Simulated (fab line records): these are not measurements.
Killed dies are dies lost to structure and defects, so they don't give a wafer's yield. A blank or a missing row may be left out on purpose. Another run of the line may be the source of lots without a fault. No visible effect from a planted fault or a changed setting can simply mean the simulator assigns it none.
fab line records	flow n5-finfet
[record] lots = 24	wafers = 72	last-day = 19
route steps=1938 shown BEOL_M5@1192 BEOL_M6@1212
lots that met no fault: from a run of the same line without faults
start-h: the number of hours between the record's first day and the start of the first shown wafer of the lot	wait-h: hours since the lot's step before	" same as the row above	L1.1+2: a single row standing in for several wafers	- value missing, or start not given	* or withheld: withheld	< > ~ a bound
route shown NAME@n: NAME is a module with steps in the file, n the number in the route of the first one	usual: mean/standard deviation of fault-free wafers	same: alike in all rows	chamber/n: place in a boat	sites: per-site readings	_std_site: their standard deviation	_edge_site: outer sites' mean less inner sites'	radius-mm: how far each site lies from the wafer's centre	mask NAME#n: copy n	behind: the most recent tool/chamber to have shaped the wafer	hold: cause of the lot's hold/its duration in hours/its outcome	device: which transistor (n, p or np) failed to switch	end of line: at the end of the route, the tests of the same wafers	a step with no rows: only its recipe	killed: dies that structure and defects cost at the first sort, which is not the same as the wafer's yield	map: a wafer's dies, marking killed ones x, the rest . and places with no die _
set.NAME: the setting that was run; set.NAME@STEP: the one run at that earlier step	model.NAME: the simulator's own value behind a step, which no gauge read
a sample of lots followed through the steps of the route, with each step as a table and each wafer as a row
services: when a tool's chamber went out of use (start-h, in hours from the record's first day, below 0 if earlier), for how many hours, and the reason
[[steps]]
[step N5_BEOL_M5_RS_MEAS_57]
[recipe] thk-meas-gauge = four-point-probe	reads = Co_of_BEOL_M5_CO_CAP_78+Cu_of_BEOL_M5_ECD_50+Co_of_BEOL_M5_CVD_47+TaN_of_BEOL_M5_ALD_86
[usual] M5_RS = 0.391/0.011
lot.wafer	tool	chamber	start-h	wait-h	M5_RS[ohm/sq]
L074.4	film-metro-02	-	197.02	0.0	0.417
L074.5	"	-	"	"	0.414
L074.6	"	-	"	"	0.407
L075.1	film-metro-01	-	213.60	0.0	0.405
L075.2	"	-	"	"	0.387
L075.4	"	-	"	"	0.403
L076.1	film-metro-01	-	219.18	0.1	0.373
L076.3	"	-	"	"	0.398
L076.4	"	-	"	"	0.401
L077.1	film-metro-02	-	222.13	0.0	0.389
L077.2	"	-	"	"	0.402
L077.3	"	-	"	"	0.389
L078.2	film-metro-02	-	225.91	0.1	0.384
L078.4	"	-	"	"	0.405
L078.5	"	-	"	"	0.392
L080.1	film-metro-01	-	234.03	0.1	0.392
L080.2	"	-	"	"	0.378
L080.6	"	-	"	"	0.370
L081.1	film-metro-02	-	242.47	0.0	0.389
L081.3	"	-	"	"	0.381
L081.4	"	-	"	"	0.401
L079.2	film-metro-01	-	251.42	0.1	0.392
L079.3	"	-	"	"	0.390
L079.6	"	-	"	"	0.392
L082.2	film-metro-01	-	257.94	0.1	0.396
L082.3	"	-	"	"	0.392
L082.4	"	-	"	"	0.390
L083.1	film-metro-01	-	261.37	0.0	0.379
L083.4	"	-	"	"	0.397
L083.6	"	-	"	"	0.373
L084.3	film-metro-02	-	268.23	0.1	0.398
L084.5	"	-	"	"	0.394
L084.6	"	-	"	"	0.386
L087.1	film-metro-02	-	274.77	0.0	0.378
L087.3	"	-	"	"	0.407
L087.6	"	-	"	"	0.378
L088.2	film-metro-02	-	285.99	0.1	0.383
L088.4	"	-	"	"	0.394
L088.6	"	-	"	"	0.392
L085.4	film-metro-01	-	286.75	0.0	0.382
L085.5	"	-	"	"	0.382
L085.6	"	-	"	"	0.383
L089.1	film-metro-02	-	293.01	0.0	0.369
L089.4	"	-	"	"	0.402
L089.6	"	-	"	"	0.375
L086.1	film-metro-02	-	293.29	0.0	0.394
L086.4	"	-	"	"	0.371
L086.5	"	-	"	"	0.392
L091.4	film-metro-02	-	297.62	0.0	0.381
L091.5	"	-	"	"	0.384
L091.6	"	-	"	"	0.393
L090.2	film-metro-02	-	315.63	0.1	0.381
L090.3	"	-	"	"	0.371
L090.4	"	-	"	"	0.374
L092.1	film-metro-01	-	319.61	0.0	0.396
L092.2	"	-	"	"	0.387
L092.5	"	-	"	"	0.375
L095.2	film-metro-02	-	323.83	0.1	0.388
L095.3	"	-	"	"	0.402
L095.6	"	-	"	"	0.397
L093.2	film-metro-01	-	324.03	0.1	0.385
L093.4	"	-	"	"	0.374
L093.5	"	-	"	"	0.382
L094.2	film-metro-01	-	343.09	0.1	0.399
L094.4	"	-	"	"	0.410
L094.5	"	-	"	"	0.409
L096.3	film-metro-02	-	351.70	0.1	0.379
L096.4	"	-	"	"	0.384
L096.6	"	-	"	"	0.393
L097.3	film-metro-01	-	352.93	0.1	0.396
L097.4	"	-	"	"	0.406
L097.5	"	-	"	"	0.400
[step N5_BEOL_M6_ETCH_62]
[recipe] chemistry = N2/H2	target = SOC	target-depth-a = 1100	overetch-a = 220	mask-material = SiARC	temp-c = 40	time-s = 165	ion-energy-ev = 200	pressure-mtorr = 30	source-w = 840	bias-w = 150	n2-flow-sccm = 200	h2-flow-sccm = 200
[usual] drypump-motor-current-A = 5.9/0.45	oes-product-au = 0.73/0.057	rf-vpp-V = 525.3/2	showerhead-plenum-p-Torr = 2.59/0.069	throttle-valve-pct = 17.69/0.17
lot.wafer	tool	chamber	start-h	wait-h	drypump-motor-current-A	oes-product-au	rf-hours-counter-h	rf-vpp-V	showerhead-plenum-p-Torr	throttle-valve-pct
L074.4	rie-diel-03	3	198.86	0.0	5.5	0.58	241	525.3	2.61	18.03
L074.5	"	0	"	"	5.6	0.78	-	525.2	2.60	17.65
L074.6	"	1	"	"	5.8	0.83	-	529.6	2.72	17.65
L075.1	rie-diel-02	3	215.72	0.0	6.7	0.60	228	522.7	2.51	18.23
L075.2	"	1	"	"	6.3	0.80	9	523.1	2.50	17.53
L075.4	"	0	"	"	5.3	0.77	22	524.8	2.59	17.82
L076.1	rie-diel-01	1	221.77	0.0	5.9	0.74	27	528.7	2.70	17.30
L076.3	"	3	"	"	6.0	0.64	151	523.3	2.55	17.75
L076.4	"	3	"	"	6.0	0.63	-	523.9	2.55	17.75
L077.1	rie-diel-01	0	225.26	0.0	5.5	0.79	13	525.3	2.60	17.58
L077.2	"	3	"	"	6.0	0.63	153	524.7	2.55	17.77
L077.3	"	1	"	"	6.0	0.75	29	528.1	2.70	17.30
L078.2	rie-diel-01	3	228.44	0.0	6.0	0.64	156	526.2	2.55	17.76
L078.4	"	3	"	"	6.0	0.64	-	524.8	2.55	17.75
L078.5	"	0	"	"	5.5	0.78	-	524.4	2.60	17.58
L080.1	rie-diel-02	0	235.95	0.0	5.3	0.76	23	526.0	2.59	17.82
L080.2	"	3	"	"	6.7	0.60	229	522.1	2.51	18.24
L080.6	"	0	"	"	5.3	0.77	-	525.8	2.59	17.82
L081.1	rie-diel-01	0	245.04	0.0	5.5	0.78	23	525.9	2.59	17.60
L081.3	"	2	"	"	5.1	0.79	6	525.5	2.60	17.74
L081.4	"	1	"	"	5.9	0.72	39	527.3	2.69	17.33
L079.2	rie-diel-03	2	254.95	0.0	6.6	0.69	87	527.4	2.68	17.73
L079.3	"	1	"	"	5.8	0.76	24	529.4	2.71	17.66
L079.6	"	0	"	"	5.6	0.74	-	525.1	2.59	17.67
L082.2	rie-diel-01	1	259.94	0.0	5.9	0.72	46	526.9	2.69	17.33
L082.3	"	0	"	"	5.5	0.76	29	523.7	2.59	17.64
L082.4	"	2	"	"	5.2	0.78	12	525.2	2.60	17.75
L083.1	rie-diel-01	1	263.51	0.0	5.9	0.71	47	527.9	2.69	17.34
L083.4	"	3	"	"	6.0	0.61	171	524.6	2.54	17.80
L083.6	"	0	"	"	5.5	0.75	-	526.4	2.59	17.62
L084.3	rie-diel-01	0	272.08	0.0	5.4	0.75	35	525.6	2.59	17.62
L084.5	"	1	"	"	5.9	0.70	-	527.5	2.69	17.33
L084.6	"	0	"	"	5.5	0.75	-	526.3	2.59	17.63
L087.1	rie-diel-03	2	276.44	0.0	6.6	0.68	95	527.6	2.68	17.72
L087.3	"	3	"	"	5.5	0.80	11	525.7	2.60	17.61
L087.6	"	2	"	"	6.6	0.69	-	526.8	2.68	17.75
L088.2	rie-diel-02	2	288.07	0.0	6.2	0.69	105	527.0	2.67	17.66
L088.4	"	1	"	"	6.3	0.79	-	523.3	2.50	17.54
L088.6	"	0	"	"	5.3	0.74	-	525.6	2.58	17.84
L085.4	rie-diel-02	1	288.82	0.1	6.3	0.78	-	523.1	2.50	17.55
L085.5	"	2	"	"	6.2	0.69	-	527.5	2.67	17.68
L085.6	"	0	"	"	5.3	0.73	-	523.5	2.58	17.86
L089.1	rie-diel-03	2	296.43	0.0	6.6	0.68	103	527.1	2.68	17.74
L089.4	"	0	"	"	5.6	0.73	55	524.8	2.58	17.71
L089.6	"	0	"	"	5.6	0.73	-	524.4	2.58	17.70
L086.1	rie-diel-02	0	297.05	0.0	5.3	0.73	46	527.7	2.58	17.87
L086.4	"	1	"	"	6.3	0.77	-	524.0	2.49	17.56
L086.5	"	0	"	"	5.3	0.73	-	525.9	2.58	17.86
L091.4	rie-diel-02	1	300.32	0.1	6.3	0.77	-	522.7	2.49	17.54
L091.5	"	2	"	"	6.2	0.68	-	527.3	2.66	17.68
L091.6	"	0	"	"	5.4	0.73	-	526.4	2.58	17.85
L090.2	rie-diel-01	0	317.81	0.0	5.5	0.73	56	524.1	2.58	17.66
L090.3	"	1	"	"	5.9	0.69	72	526.8	2.68	17.38
L090.4	"	2	"	"	5.2	0.73	36	526.3	2.59	17.79
L092.1	rie-diel-02	3	323.10	0.0	6.7	0.82	4	522.9	2.50	17.84
L092.2	"	2	"	"	6.2	0.67	121	527.2	2.66	17.71
L092.5	"	0	"	"	5.3	0.72	-	525.1	2.58	17.88
L095.2	rie-diel-02	0	326.70	0.0	5.3	0.71	58	525.3	2.58	17.90
L095.3	"	2	"	"	6.2	0.67	122	525.5	2.66	17.68
L095.6	"	1	"	"	6.3	0.75	-	521.7	2.49	17.59
L093.2	rie-diel-02	1	326.96	0.0	6.3	0.75	36	521.2	2.49	17.55
L093.4	"	0	"	"	5.3	0.72	59	525.8	2.58	17.90
L093.5	"	0	"	"	5.3	0.72	-	525.5	2.58	17.88
L094.2	rie-diel-01	0	345.46	0.0	5.5	0.72	63	526.0	2.58	17.67
L094.4	"	1	"	"	5.9	0.68	80	527.9	2.68	17.38
L094.5	"	2	"	"	5.2	0.72	-	526.0	2.58	17.82
L096.3	rie-diel-02	0	353.59	0.0	5.4	0.70	67	525.1	2.57	17.90
L096.4	"	3	"	"	6.7	0.78	15	522.1	2.49	17.86
L096.6	"	2	"	"	6.2	0.68	-	527.2	2.66	17.70
L097.3	rie-diel-02	0	355.73	0.0	5.3	0.71	68	525.5	2.57	17.90
L097.4	"	1	"	"	6.3	0.73	45	521.3	2.49	17.60
L097.5	"	2	"	"	6.2	0.66	-	526.7	2.66	17.70
[step N5_BEOL_M6_STRIP_67]
[recipe] chemistry = CF4	resist = SiARC	power-w = 300	bias-power-w = 75	pressure-mtorr = 50	cf4-flow-sccm = 150	rf-frequency-hz = 6e+07
[usual] drypump-motor-current-A = 5.9/0.45	oes-product-au = 0.86/0.066	rf-vpp-V = 271.7/1.3	showerhead-plenum-p-Torr = 1.83/0.047	throttle-valve-pct = 13.42/0.17
lot.wafer	tool	chamber	start-h	wait-h	drypump-motor-current-A	oes-product-au	rf-hours-counter-h	rf-vpp-V	showerhead-plenum-p-Torr	throttle-valve-pct
L074.4	rie-diel-03	3	199.00	0.0	5.5	0.69	241	271.5	1.84	13.84
L074.5	"	0	"	"	5.6	0.93	-	272.4	1.84	13.33
L074.6	"	1	"	"	5.8	0.98	-	273.2	1.91	13.24
L075.1	rie-diel-02	3	215.86	0.0	6.7	0.71	228	272.5	1.77	13.90
L075.2	"	1	"	"	6.3	0.95	9	269.4	1.76	13.25
L075.4	"	0	"	"	5.3	0.91	22	273.0	1.83	13.55
L076.1	rie-diel-01	1	221.92	0.0	5.9	0.87	27	273.3	1.90	13.09
L076.3	"	3	"	"	6.0	0.75	151	270.1	1.79	13.57
L076.4	"	3	"	"	6.0	0.75	-	272.4	1.79	13.56
L077.1	rie-diel-01	0	225.40	0.0	5.4	0.93	13	271.6	1.84	13.26
L077.2	"	3	"	"	6.0	0.75	153	270.5	1.79	13.56
L077.3	"	1	"	"	6.0	0.87	29	271.2	1.90	13.10
L078.2	rie-diel-01	3	228.59	0.0	6.0	0.75	156	271.7	1.79	13.56
L078.4	"	3	"	"	6.0	0.74	-	271.8	1.79	13.58
L078.5	"	0	"	"	5.5	0.94	-	271.7	1.84	13.28
L080.1	rie-diel-02	0	236.10	0.0	5.3	0.90	23	271.1	1.83	13.54
L080.2	"	3	"	"	6.7	0.72	230	270.9	1.77	13.91
L080.6	"	0	"	"	5.3	0.90	-	270.9	1.83	13.55
L081.1	rie-diel-01	0	245.19	0.0	5.5	0.92	23	272.7	1.83	13.26
L081.3	"	2	"	"	5.1	0.93	6	271.6	1.84	13.32
L081.4	"	1	"	"	5.9	0.86	40	272.9	1.89	13.14
L079.2	rie-diel-03	2	255.09	0.0	6.6	0.82	87	271.8	1.88	13.53
L079.3	"	1	"	"	5.8	0.90	24	273.2	1.90	13.30
L079.6	"	0	"	"	5.6	0.88	-	273.1	1.83	13.38
L082.2	rie-diel-01	1	260.09	0.0	5.9	0.84	46	274.3	1.89	13.16
L082.3	"	0	"	"	5.5	0.90	30	270.7	1.83	13.27
L082.4	"	2	"	"	5.1	0.91	12	270.3	1.84	13.37
L083.1	rie-diel-01	1	263.66	0.0	5.9	0.84	47	274.4	1.89	13.14
L083.4	"	3	"	"	6.0	0.73	171	270.3	1.79	13.61
L083.6	"	0	"	"	5.5	0.89	-	272.1	1.83	13.29
L084.3	rie-diel-01	0	272.23	0.0	5.5	0.88	35	271.4	1.83	13.31
L084.5	"	1	"	"	5.9	0.84	-	273.1	1.89	13.15
L084.6	"	0	"	"	5.5	0.88	-	271.8	1.83	13.30
L087.1	rie-diel-03	2	276.59	0.0	6.6	0.81	95	275.2	1.88	13.54
L087.3	"	3	"	"	5.5	0.92	11	271.5	1.84	13.31
L087.6	"	2	"	"	6.6	0.81	-	273.0	1.88	13.54
L088.2	rie-diel-02	2	288.22	0.0	6.2	0.81	106	273.5	1.88	13.43
L088.4	"	1	"	"	6.2	0.92	-	270.4	1.76	13.30
L088.6	"	0	"	"	5.3	0.87	-	271.5	1.82	13.58
L085.4	rie-diel-02	1	288.91	0.0	6.3	0.92	-	271.0	1.76	13.30
L085.5	"	2	"	"	6.2	0.81	-	272.2	1.88	13.46
L085.6	"	0	"	"	5.3	0.87	-	272.9	1.82	13.60
L089.1	rie-diel-03	2	296.57	0.0	6.6	0.81	103	271.9	1.88	13.55
L089.4	"	0	"	"	5.6	0.86	55	270.5	1.83	13.42
L089.6	"	0	"	"	5.6	0.86	-	271.6	1.83	13.42
L086.1	rie-diel-02	0	297.20	0.0	5.3	0.86	46	270.6	1.82	13.60
L086.4	"	1	"	"	6.3	0.91	-	270.2	1.76	13.31
L086.5	"	0	"	"	5.3	0.86	-	272.3	1.82	13.62
L091.4	rie-diel-02	1	300.40	0.0	6.2	0.90	-	271.6	1.76	13.29
L091.5	"	2	"	"	6.2	0.81	-	273.3	1.88	13.45
L091.6	"	0	"	"	5.4	0.86	-	271.2	1.82	13.59
L090.2	rie-diel-01	0	317.96	0.0	5.5	0.86	56	271.2	1.83	13.36
L090.3	"	1	"	"	5.9	0.82	72	271.5	1.89	13.21
L090.4	"	2	"	"	5.1	0.86	36	270.9	1.83	13.42
L092.1	rie-diel-02	3	323.25	0.0	6.7	0.96	4	270.6	1.76	13.40
L092.2	"	2	"	"	6.2	0.80	121	273.6	1.87	13.47
L092.5	"	0	"	"	5.3	0.85	-	271.0	1.82	13.64
L095.2	rie-diel-02	0	326.85	0.0	5.3	0.85	58	272.0	1.82	13.64
L095.3	"	2	"	"	6.2	0.79	122	271.9	1.87	13.49
L095.6	"	1	"	"	6.3	0.89	-	270.9	1.75	13.33
L093.2	rie-diel-02	1	327.11	0.0	6.3	0.89	36	270.2	1.75	13.35
L093.4	"	0	"	"	5.3	0.85	59	271.3	1.82	13.64
L093.5	"	0	"	"	5.3	0.85	-	269.4	1.82	13.64
L094.2	rie-diel-01	0	345.61	0.0	5.5	0.85	63	271.8	1.82	13.37
L094.4	"	1	"	"	5.9	0.80	80	274.6	1.88	13.21
L094.5	"	2	"	"	5.1	0.84	-	271.6	1.83	13.45
L096.3	rie-diel-02	0	353.73	0.0	5.3	0.85	67	271.0	1.81	13.64
L096.4	"	3	"	"	6.7	0.92	15	270.1	1.76	13.40
L096.6	"	2	"	"	6.2	0.79	-	273.7	1.87	13.48
L097.3	rie-diel-02	3	355.88	0.0	6.7	0.93	16	272.5	1.76	13.42
L097.4	"	1	"	"	6.3	0.86	-	270.5	1.75	13.37
L097.5	"	3	"	"	6.7	0.92	-	269.3	1.76	13.41
[step N5_BEOL_M6_CD_MEAS_18]
[recipe] pitch-nm = 80	target-cd-nm = 40
[usual] cd-nm = 40.1/0.51
lot.wafer	tool	chamber	start-h	wait-h	cd-nm
L074.4	cd-sem-02	-	199.44	0.1	41.0
L074.5	"	-	"	"	40.5
L074.6	"	-	"	"	41.0
L075.1	cd-sem-01	-	216.08	0.0	39.6
L075.2	"	-	"	"	40.3
L075.4	"	-	"	"	40.5
L076.1	cd-sem-01	-	222.24	0.0	40.0
L076.3	"	-	"	"	40.1
L076.4	"	-	"	"	40.3
L077.1	cd-sem-02	-	225.66	0.1	39.6
L077.2	"	-	"	"	40.4
L077.3	"	-	"	"	40.4
L078.2	cd-sem-03	-	228.82	0.1	40.0
L078.4	"	-	"	"	39.6
L078.5	"	-	"	"	40.0
L080.1	cd-sem-03	-	236.36	0.0	39.8
L080.2	"	-	"	"	39.7
L080.6	"	-	"	"	39.9
L081.1	cd-sem-01	-	245.51	0.0	39.7
L081.3	"	-	"	"	40.0
L081.4	"	-	"	"	40.7
L079.2	cd-sem-03	-	255.32	0.1	40.1
L079.3	"	-	"	"	40.2
L079.6	"	-	"	"	40.8
L082.2	cd-sem-02	-	260.32	0.1	40.0
L082.3	"	-	"	"	39.6
L082.4	"	-	"	"	40.1
L083.1	cd-sem-01	-	263.94	0.0	40.5
L083.4	"	-	"	"	40.6
L083.6	"	-	"	"	40.4
L084.3	cd-sem-02	-	272.45	0.1	39.3
L084.5	"	-	"	"	39.1
L084.6	"	-	"	"	39.4
L087.1	cd-sem-01	-	276.81	0.0	41.0
L087.3	"	-	"	"	40.4
L087.6	"	-	"	"	41.3
L088.2	cd-sem-01	-	288.44	0.1	40.5
L088.4	"	-	"	"	40.3
L088.6	"	-	"	"	40.8
L085.4	cd-sem-02	-	289.34	0.0	40.0
L085.5	"	-	"	"	40.0
L085.6	"	-	"	"	40.0
L089.1	cd-sem-02	-	296.99	0.0	39.7
L089.4	"	-	"	"	39.9
L089.6	"	-	"	"	39.7
L086.1	cd-sem-02	-	297.42	0.0	39.2
L086.4	"	-	"	"	39.8
L086.5	"	-	"	"	39.5
L091.4	cd-sem-03	-	300.62	0.1	39.9
L091.5	"	-	"	"	40.5
L091.6	"	-	"	"	40.0
L090.2	cd-sem-03	-	318.31	0.1	39.5
L090.3	"	-	"	"	39.9
L090.4	"	-	"	"	40.3
L092.1	cd-sem-03	-	323.47	0.0	40.4
L092.2	"	-	"	"	40.4
L092.5	"	-	"	"	40.8
L095.2	cd-sem-03	-	327.20	0.1	39.7
L095.3	"	-	"	"	39.7
L095.6	"	-	"	"	40.0
L093.2	cd-sem-01	-	327.33	0.1	39.8
L093.4	"	-	"	"	39.6
L093.5	"	-	"	"	39.2
L094.2	cd-sem-01	-	345.83	0.1	39.8
L094.4	"	-	"	"	39.2
L094.5	"	-	"	"	40.0
L096.3	cd-sem-02	-	353.98	0.1	40.7
L096.4	"	-	"	"	40.4
L096.6	"	-	"	"	40.9
L097.3	cd-sem-01	-	356.21	0.1	40.3
L097.4	"	-	"	"	39.9
L097.5	"	-	"	"	39.8
[step N5_BEOL_M6_INSPECT_30]
[recipe] mode = adi	inspect-instrument = brightfield
[usual] raw-defect-count = 467/110
lot.wafer	tool	chamber	start-h	wait-h	raw-defect-count
L074.4	defect-inspect-02	-	200.49	0.0	470
L074.5	"	-	"	"	443
L074.6	"	-	"	"	367
L075.1	defect-inspect-02	-	219.98	0.1	409
L075.2	"	-	"	"	437
L075.4	"	-	"	"	566
L076.1	defect-inspect-01	-	223.80	0.1	370
L076.3	"	-	"	"	461
L076.4	"	-	"	"	515
L077.1	defect-inspect-02	-	226.86	0.1	668
L077.2	"	-	"	"	589
L077.3	"	-	"	"	760
L078.2	defect-inspect-01	-	230.90	0.0	387
L078.4	"	-	"	"	387
L078.5	"	-	"	"	395
L080.1	defect-inspect-01	-	236.88	0.1	584
L080.2	"	-	"	"	900
L080.6	"	-	"	"	692
L081.1	defect-inspect-01	-	245.97	0.1	417
L081.3	"	-	"	"	480
L081.4	"	-	"	"	521
L079.2	defect-inspect-02	-	257.26	0.0	455
L079.3	"	-	"	"	431
L079.6	"	-	"	"	355
L082.2	defect-inspect-02	-	261.88	0.0	308
L082.3	"	-	"	"	310
L082.4	"	-	"	"	383
L083.1	defect-inspect-02	-	265.94	0.1	407
L083.4	"	-	"	"	489
L083.6	"	-	"	"	333
L084.3	defect-inspect-02	-	274.78	0.0	541
L084.5	"	-	"	"	578
L084.6	"	-	"	"	448
L087.1	defect-inspect-02	-	278.36	0.1	335
L087.3	"	-	"	"	445
L087.6	"	-	"	"	491
L088.2	defect-inspect-02	-	289.34	0.0	537
L088.4	"	-	"	"	462
L088.6	"	-	"	"	332
L085.4	defect-inspect-01	-	289.96	0.0	404
L085.5	"	-	"	"	451
L085.6	"	-	"	"	455
L089.1	defect-inspect-01	-	298.79	0.1	300
L089.4	"	-	"	"	390
L089.6	"	-	"	"	441
L086.1	defect-inspect-02	-	298.83	0.1	396
L086.4	"	-	"	"	444
L086.5	"	-	"	"	402
L091.4	defect-inspect-02	-	301.15	0.0	497
L091.5	"	-	"	"	603
L091.6	"	-	"	"	393
L090.2	defect-inspect-02	-	320.98	0.0	405
L090.3	"	-	"	"	696
L090.4	"	-	"	"	425
L092.1	defect-inspect-01	-	325.49	0.1	364
L092.2	"	-	"	"	452
L092.5	"	-	"	"	336
L095.2	defect-inspect-02	-	327.72	0.0	474
L095.3	"	-	"	"	558
L095.6	"	-	"	"	582
L093.2	defect-inspect-01	-	329.66	0.0	435
L093.4	"	-	"	"	307
L093.5	"	-	"	"	321
L094.2	defect-inspect-01	-	347.87	0.0	423
L094.4	"	-	"	"	455
L094.5	"	-	"	"	410
L096.3	defect-inspect-02	-	354.50	0.0	429
L096.4	"	-	"	"	600
L096.6	"	-	"	"	520
L097.3	defect-inspect-02	-	357.76	0.0	499
L097.4	"	-	"	"	534
L097.5	"	-	"	"	533
[step N5_BEOL_M6_VIA_ETCH_34]
[recipe] chemistry = C4F6/O2	target = SiCOH_lowk	target-depth-a = 1263	mask-material = SOC	taper-deg = 4	time-s = 50.9	ion-energy-ev = 250	pressure-mtorr = 30	source-w = 345	bias-w = 185	Ar_flow_sccm = 300	C4F6_flow_sccm = 10	O2_flow_sccm = 10
[usual] drypump-motor-current-A = 5.8/0.46	oes-product-au = 0.85/0.067	rf-vpp-V = 667/6.5	showerhead-plenum-p-Torr = 2.91/0.071	throttle-valve-pct = 20.78/0.19
lot.wafer	tool	chamber	start-h	wait-h	drypump-motor-current-A	oes-product-au	rf-hours-counter-h	rf-vpp-V	showerhead-plenum-p-Torr	throttle-valve-pct
L074.4	rie-diel-02	0	201.31	0.0	5.3	0.93	17	672	2.91	21.03
L074.5	"	3	"	"	6.7	0.71	-	661	2.82	21.19
L074.6	"	0	"	"	5.4	0.93	-	672	2.91	21.06
L075.1	rie-diel-03	3	220.27	0.0	5.5	0.67	249	669	2.91	21.02
L075.2	"	0	"	"	5.6	0.90	24	659	2.90	20.74
L075.4	"	1	"	"	5.8	0.94	6	660	3.02	20.64
L076.1	rie-diel-01	0	224.63	0.0	5.5	0.94	13	664	2.89	20.54
L076.3	"	3	"	"	6.0	0.75	153	679	2.85	20.87
L076.4	"	1	"	"	6.0	0.88	-	668	3.02	20.49
L077.1	rie-diel-03	2	227.54	0.0	6.6	0.83	73	654	3.01	20.89
L077.2	"	1	"	"	5.8	0.92	11	659	3.02	20.63
L077.3	"	0	"	"	5.6	0.89	29	661	2.90	20.74
L078.2	rie-diel-03	0	231.12	0.0	5.7	0.90	31	661	2.90	20.74
L078.4	"	0	"	"	5.6	0.89	-	660	2.90	20.74
L078.5	"	2	"	"	6.6	0.83	-	655	3.01	20.89
L080.1	rie-diel-01	0	237.48	0.0	5.5	0.92	20	662	2.89	20.55
L080.2	"	3	"	"	6.0	0.74	161	681	2.85	20.90
L080.6	"	0	"	"	5.5	0.92	-	663	2.89	20.56
L081.1	rie-diel-01	3	246.28	0.0	6.0	0.74	164	678	2.85	20.89
L081.3	"	1	"	"	5.9	0.86	40	667	3.02	20.51
L081.4	"	2	"	"	5.1	0.94	7	670	2.91	20.76
L079.2	rie-diel-02	2	257.47	0.0	6.3	0.82	94	662	2.98	20.70
L079.3	"	3	"	"	6.7	0.69	241	664	2.81	21.22
L079.6	"	3	"	"	6.8	0.69	-	662	2.81	21.21
L082.2	rie-diel-01	0	262.58	0.0	5.5	0.90	31	662	2.89	20.56
L082.3	"	1	"	"	5.9	0.85	47	666	3.02	20.53
L082.4	"	3	"	"	6.0	0.73	171	678	2.84	20.91
L083.1	rie-diel-02	2	266.20	0.0	6.2	0.83	100	662	2.98	20.70
L083.4	"	2	"	"	6.2	0.83	-	662	2.98	20.70
L083.6	"	3	"	"	6.7	0.70	-	663	2.80	21.23
L084.3	rie-diel-01	1	275.00	0.0	5.9	0.83	53	666	3.01	20.52
L084.5	"	0	"	"	5.4	0.88	-	662	2.88	20.57
L084.6	"	1	"	"	5.9	0.84	-	668	3.01	20.53
L087.1	rie-diel-01	1	278.85	0.0	5.9	0.84	55	666	3.01	20.51
L087.3	"	0	"	"	5.5	0.90	38	662	2.88	20.58
L087.6	"	0	"	"	5.5	0.89	-	663	2.88	20.58
L088.2	rie-diel-01	1	289.86	0.0	6.0	0.83	60	666	3.01	20.53
L088.4	"	0	"	"	5.5	0.87	43	661	2.88	20.60
L088.6	"	1	"	"	5.9	0.83	-	667	3.01	20.52
L085.4	rie-diel-02	2	290.48	0.0	6.2	0.81	-	661	2.97	20.71
L085.5	"	0	"	"	5.3	0.86	-	672	2.90	21.06
L085.6	"	1	"	"	6.3	0.92	-	678	2.80	20.71
L089.1	rie-diel-02	1	299.01	0.0	6.3	0.91	24	679	2.80	20.73
L089.4	"	0	"	"	5.3	0.88	-	673	2.90	21.08
L089.6	"	1	"	"	6.3	0.91	-	679	2.80	20.71
L086.1	rie-diel-01	2	299.15	0.0	5.2	0.88	29	668	2.90	20.80
L086.4	"	3	"	"	6.0	0.73	181	678	2.84	20.92
L086.5	"	3	"	"	6.0	0.73	-	677	2.84	20.91
L091.4	rie-diel-02	2	301.39	0.0	6.3	0.81	-	660	2.97	20.73
L091.5	"	1	"	"	6.3	0.90	-	678	2.80	20.71
L091.6	"	0	"	"	5.3	0.87	-	672	2.90	21.08
L090.2	rie-diel-03	1	321.19	0.0	5.8	0.85	48	661	3.00	20.70
L090.3	"	3	"	"	5.5	0.91	28	669	2.89	20.69
L090.4	"	1	"	"	5.8	0.85	-	659	3.00	20.69
L092.1	rie-diel-03	1	326.10	0.0	5.8	0.84	50	660	3.00	20.69
L092.2	"	3	"	"	5.5	0.91	31	668	2.89	20.70
L092.5	"	0	"	"	5.6	0.84	-	660	2.89	20.79
L095.2	rie-diel-02	2	327.93	0.0	6.2	0.80	122	661	2.97	20.75
L095.3	"	3	"	"	6.7	0.96	5	662	2.80	20.85
L095.6	"	3	"	"	6.7	0.95	-	661	2.80	20.87
L093.2	rie-diel-01	2	329.88	0.0	5.2	0.86	39	669	2.90	20.81
L093.4	"	0	"	"	5.5	0.86	59	662	2.87	20.61
L093.5	"	2	"	"	5.2	0.86	-	672	2.90	20.80
L094.2	rie-diel-02	3	348.08	0.0	6.7	0.94	13	661	2.80	20.88
L094.4	"	1	"	"	6.3	0.88	43	678	2.79	20.75
L094.5	"	0	"	"	5.3	0.84	-	671	2.89	21.11
L096.3	rie-diel-03	3	354.83	0.0	5.5	0.88	-	667	2.89	20.72
L096.4	"	1	"	"	5.8	0.83	-	659	3.00	20.73
L096.6	"	1	"	"	5.8	0.83	-	659	3.00	20.70
L097.3	rie-diel-02	0	358.93	0.0	5.3	0.83	70	672	2.89	21.12
L097.4	"	1	"	"	6.3	0.87	46	678	2.79	20.73
L097.5	"	1	"	"	6.3	0.87	-	676	2.79	20.75
[[services]]
tool	chamber	start-h	hours	kind
rie-diel-03	1	178.57	-	clean
rie-diel-03	1	178.57	-	consumable-replace:focus-ring
rie-diel-03	1	178.57	-	consumable-replace:showerhead
rie-diel-01	-	179.51	2.4	repair
rie-diel-01	2	218.48	-	clean
rie-diel-01	2	218.48	-	consumable-replace:focus-ring
rie-diel-01	2	218.48	13.2	scheduled-down
rie-diel-01	2	218.48	13.2	vent-cycle
rie-diel-02	-	218.99	14.6	pm
rie-diel-03	3	223.79	-	clean
rie-diel-03	3	223.79	-	consumable-replace:focus-ring
rie-diel-02	-	234.48	0.7	repair
rie-diel-02	0	239.33	8.8	repair
rie-diel-02	1	249.04	33.4	repair
rie-diel-01	3	272.40	9.7	repair
rie-diel-02	-	277.48	10.0	pm
rie-diel-02	3	287.48	-	clean
rie-diel-02	3	287.48	-	consumable-replace:focus-ring
rie-diel-02	3	287.48	26.6	scheduled-down
rie-diel-02	3	287.48	26.6	vent-cycle
rie-diel-02	2	303.68	2.6	repair
rie-diel-03	2	311.50	17.1	repair
rie-diel-03	0	351.69	40.6	repair
rie-diel-03	2	353.13	5.5	repair
[[key]]
fault none
